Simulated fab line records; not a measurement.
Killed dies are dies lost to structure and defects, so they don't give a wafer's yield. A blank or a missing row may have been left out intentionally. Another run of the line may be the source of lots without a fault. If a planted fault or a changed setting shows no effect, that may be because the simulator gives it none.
Split-lot trial | flow n5Finfet | on a route of 1938 steps: 7 lots, 21 wafers read

## THE SPLIT
At N5_BEOL_M5_COAT_74 (time 60 s, resist thk 5 nm), the setting spinRpm was moved away from the recipe's 1500 rpm on 7 of the 21 wafers read, by -9.1% to +8.9%. For the rest of the wafers, this setting stayed at what the recipe calls for.

## FROM THE SPLIT TO THE READING: what the file shows between them, 3 steps
- N5_BEOL_M5_COAT_22: resist thk 30 nm
- N5_BEOL_M5_EBR_24
- N5_BEOL_M5_DESCUM_33: chemistry O2, time 7 s

## THE READING
etch.depthNm (the simulator's own value, which no gauge read), in nm, at N5_BEOL_M5_ETCH_75 (etches underlayer in N2/H2, target depth 6.5 nm, time 5.2 s). The file gives no usual value for it. Across the 14 wafers here that went through the recipe, the average is 5.004 nm and the standard deviation 0.011 nm.

wafer  | tool, chamber at the split | spinRpm as run, rpm | against the recipe | etch.depthNm, nm | against lot-mates on the recipe
L075.1 | lithoTrack-05, 0           | 1500                | recipe             | 5.005            | -
L075.2 | lithoTrack-05, 0           | 1500                | recipe             | 4.992            | -
L075.3 | lithoTrack-05, 0           | 1500                | recipe             | 5                | -
L076.4 | lithoTrack-04, 0           | 1500                | recipe             | 4.991            | -
L076.5 | lithoTrack-04, 0           | 1411                | -5.9%              | 5.168            | +0.175
L076.6 | lithoTrack-04, 0           | 1500                | recipe             | 4.995            | -
L080.1 | lithoTrack-01, 0           | 1500                | recipe             | 4.992            | -
L080.2 | lithoTrack-01, 0           | 1363                | -9.1%              | 5.227            | +0.235
L080.5 | lithoTrack-01, 0           | 1363                | -9.1%              | 5.248            | +0.256
L077.1 | lithoTrack-05, 0           | 1634                | +8.9%              | 4.785            | -0.211
L077.3 | lithoTrack-05, 0           | 1500                | recipe             | 5.001            | -
L077.6 | lithoTrack-05, 0           | 1500                | recipe             | 4.991            | -
L082.3 | lithoTrack-01, 0           | 1416                | -5.6%              | 5.144            | +0.146
L082.4 | lithoTrack-01, 0           | 1500                | recipe             | 4.998            | -
L082.6 | lithoTrack-01, 0           | 1416                | -5.6%              | 5.142            | +0.144
L087.1 | lithoTrack-05, 0           | 1500                | recipe             | 5.026            | -
L087.4 | lithoTrack-05, 0           | 1602                | +6.8%              | 4.855            | -0.167
L087.5 | lithoTrack-05, 0           | 1500                | recipe             | 5.019            | -
L095.1 | lithoTrack-05, 0           | 1500                | recipe             | 5.009            | -
L095.3 | lithoTrack-05, 0           | 1500                | recipe             | 5.009            | -
L095.6 | lithoTrack-05, 0           | 1500                | recipe             | 5.022            | -

FIT RESULTS
A straight line over all 21 wafers: etch.depthNm changes by -0.0249 nm for each +1% of spinRpm; r = -0.99; the points scatter about the line by 0.012 nm.
The same after taking each lot's own level away (the mean of its wafers on the recipe; 21 wafers): -0.0259 nm for each +1%; r = -1.00; scatter 0.0085 nm.
That fit puts the effect of the largest move of spinRpm on the reading at 0.24 nm.
Measured against the standard deviation above, the lots' own levels, which go from 4.9920 to 5.0225 nm, span 2.7 times it.
Hence the lot-to-lot level has little effect on the slope; both slopes agree.
Check: for one of the wafers moved furthest among these (-9.1%), held out of the fit, the line's prediction against its lot-mates is +0.241 nm. It came out at +0.235 nm against them.

## FURTHER SPLITS ON THESE WAFERS
These wafers also went through other splits before the reading. Each is held against what the fit with the lots' levels taken away leaves over:
other split on the same wafers | wafers away from the commonest value | r with etch.depthNm (lot level and that fit taken away)
N5_BEOL_M5_COAT_59 tempC       | 5                                    | -0.26
N5_BEOL_M5_COAT_66 spinRpm     | 3                                    | +0.10

## FILE'S OWN FIT
etch.depthNm changes by -0.0258 nm for each +1% of spinRpm, r = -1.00.
